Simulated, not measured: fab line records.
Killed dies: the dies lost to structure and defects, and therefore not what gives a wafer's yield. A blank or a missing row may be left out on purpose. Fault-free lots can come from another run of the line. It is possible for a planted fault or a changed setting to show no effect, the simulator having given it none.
Matching of chambers    flow n5 finfet    N5_BEOL_M5_CMP_52 on cmp-04: 4 sister chambers
The step polishes, stops on SiCOH lowk, t overpolish 6.9 s, target thk 62 nm. 16 wafers are shown with their chamber, then 8 later ones without.

== WAFERS PAIRED WITH THEIR CHAMBERS ==
wafer   chamber  time to endpoint s (s)  motor current A (A)  barrier field endpoint s (s)
L074.3  2        59.7                    6.0                  23.9
L074.5  2        56.8                    6.2                  23.5
L074.6  3        61.2                    6.4                  24.8
L076.1  3        62.0                    6.6                  24.0
L076.2  1        58.9                    5.6                  23.4
L076.6  1        58.8                    5.7                  24.2
L084.1  1        57.8                    5.7                  23.5
L084.5  2        59.8                    6.2                  24.6
L084.6  1        60.0                    5.8                  24.5
L087.2  0        66.4                    6.2                  25.2
L087.5  2        59.7                    6.1                  23.3
L087.6  1        63.3                    6.0                  24.7
L089.1  2        61.4                    6.2                  24.8
L089.3  0        65.9                    5.9                  24.9
L089.6  3        62.0                    6.3                  24.4
L092.2  1        63.8                    6.0                  24.8

SIGNATURES (means of the wafers above)
reading                   chamber 0  chamber 1  chamber 2  chamber 3  scatter within a chamber
time to endpoint s        66.150     60.433     59.480     61.733     1.9
motor current A           6.050      5.800      6.140      6.433      0.148
barrier field endpoint s  25.050     24.183     24.020     24.400     0.573
Rule: a wafer's distance from a chamber is the root of the sum, over the readings, of the square of ((its reading less the chamber's mean) divided by the reading's scatter). The wafer belongs to the nearest chamber; if the next one is less than 2 further off, it can't be placed. The scatter: take each reading less its chamber's mean, square it, sum over the shown wafers, divide by the number of wafers less the number of chambers, and take the root.

== WAFERS WITH NO CHAMBER GIVEN ==
wafer   time to endpoint s (s)  motor current A (A)  barrier field endpoint s (s)
L092.3  62.3                    6.5                  24.4
L092.6  61.9                    6.1                  25.1
L095.1  60.9                    6.5                  23.9
L095.4  61.8                    6.0                  24.1
L095.6  60.6                    6.6                  23.4
L096.1  57.7                    6.1                  23.3
L096.3  61.9                    6.3                  24.3
L096.4  60.9                    6.2                  24.1

== EACH ONE'S CHAMBER ==
wafer   from the rows above                in truth
L092.3  3                                  3
L092.6  can't be placed: 0 or 2 or 3 or 1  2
L095.1  can't be placed: 3 or 2            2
L095.4  can't be placed: 1 or 2 or 0 or 3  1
L095.6  can't be placed: 3 or 2            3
L096.1  can't be placed: 2 or 1            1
L096.3  can't be placed: 3 or 2            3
L096.4  can't be placed: 2 or 3 or 1       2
1 of 8 placed correctly. From these rows, 7 cannot be placed; in 7 the true chamber is one of the candidates. 0 placed wrongly.
